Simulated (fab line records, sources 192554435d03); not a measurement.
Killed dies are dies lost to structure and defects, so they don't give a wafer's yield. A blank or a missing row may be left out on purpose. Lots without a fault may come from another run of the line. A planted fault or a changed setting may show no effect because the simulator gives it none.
Chamber matching | flow n5_finfet | N5_BEOL_M0_SAQP_STRIP_75 on rie_diel-04: 4 sister chambers
The step strips in CF4. 8 wafers are shown with their chamber, then 9 later ones without.

WAFERS WITH THEIR CHAMBER
wafer  | chamber | drypump_motor_current_A (A) | throttle_valve_pct (%)
L079.1 | 0       | 5.1                         | 13.53
L079.6 | 3       | 6.1                         | 13.64
L080.1 | 3       | 6.0                         | 13.65
L080.2 | 1       | 5.0                         | 13.58
L080.3 | 0       | 5.1                         | 13.56
L080.4 | 2       | 6.3                         | 13.91
L080.5 | 2       | 6.3                         | 13.93
L080.6 | 1       | 5.0                         | 13.58

WAFERS WITHOUT THEIR CHAMBER
wafer  | drypump_motor_current_A (A) | throttle_valve_pct (%)
L083.1 | 5.0                         | 13.59
L083.2 | 6.1                         | 13.65
L083.5 | 5.1                         | 13.57
L086.1 | 6.1                         | 13.68
L086.2 | 5.1                         | 13.58
L086.3 | 5.0                         | 13.60
L086.4 | 6.3                         | 13.95
L086.5 | 6.1                         | 13.67
L086.6 | 5.1                         | 13.58

WHICH CHAMBER EACH WENT THROUGH
wafer  | from the rows above     | in truth
L083.1 | 1                       | 1
L083.2 | 3                       | 3
L083.5 | can't be placed: 0 or 1 | 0
L086.1 | 3                       | 3
L086.2 | can't be placed: 0 or 1 | 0
L086.3 | 1                       | 1
L086.4 | 2                       | 2
L086.5 | 3                       | 3
L086.6 | can't be placed: 0 or 1 | 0
Placed correctly: 6 of 9. Can't be placed from these rows: 3 (the true chamber is among the candidates in 3). Placed wrongly: 0.
How it was worked out, from the rows above alone: a wafer's distance from a chamber is the root of the sum, over the readings, of the square of ((its reading less the chamber's mean) divided by the reading's scatter). The wafer belongs to the nearest chamber; if the next one is less than 2 further off, it can't be placed. A chamber's mean is the mean of its shown wafers. The scatter: the root of (the sum of the squares of (reading less its chamber's mean) over the shown wafers, divided by (wafers less chambers)).
